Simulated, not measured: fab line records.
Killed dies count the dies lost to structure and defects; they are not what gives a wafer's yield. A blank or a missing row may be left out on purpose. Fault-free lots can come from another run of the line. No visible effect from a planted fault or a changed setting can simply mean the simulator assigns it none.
Chamber matching | flow nandHarc | cmp-04 running NHARC_P_M1_CMP_23: 4 sister chambers
The step polishes, t overpolish 20 s, target thk 157.82 nm. 4 wafers are shown with their chamber, then 11 later ones without.

EACH WAFER AND ITS CHAMBER
wafer  | chamber | motorCurrentA (A)
L081.2 | 1       | 10.0
L081.5 | 0       | 11.2
L084.6 | 2       | 13.4
L086.1 | 3       | 13.3

WAFERS WITH NO CHAMBER GIVEN
wafer  | motorCurrentA (A)
L086.3 | 10.2
L086.6 | 9.9
L091.2 | 13.3
L091.5 | 11.7
L091.6 | 10.5
L095.3 | 13.0
L095.4 | 10.3
L095.5 | 13.0
L097.2 | 10.2
L097.4 | 11.3
L097.6 | 14.0

CHAMBER TAKEN BY EACH
wafer  | from the rows above     | in truth
L086.3 | 1                       | 1
L086.6 | 1                       | 1
L091.2 | can't be placed: 3 or 2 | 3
L091.5 | 0                       | 0
L091.6 | can't be placed: 1 or 0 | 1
L095.3 | can't be placed: 3 or 2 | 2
L095.4 | can't be placed: 1 or 0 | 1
L095.5 | can't be placed: 3 or 2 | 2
L097.2 | 1                       | 1
L097.4 | 0                       | 0
L097.6 | can't be placed: 2 or 3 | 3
Placed correctly: 5 of 11. Not placeable from these rows: 6 (in 6, the candidates include the true chamber). 0 placed wrongly.
How it was worked out, from the rows above alone: a wafer's distance from a chamber is the root of the sum, over the readings, of the square of ((its reading less the chamber's mean) divided by the reading's scatter). The wafer belongs to the nearest chamber; if the next one is less than 2 further off, it can't be placed. For every chamber, the mean is computed from those of its wafers that are shown. The scatter (one wafer shown for each chamber): square how far every hidden wafer sits from the nearest shown wafer, average those squares and take the square root.
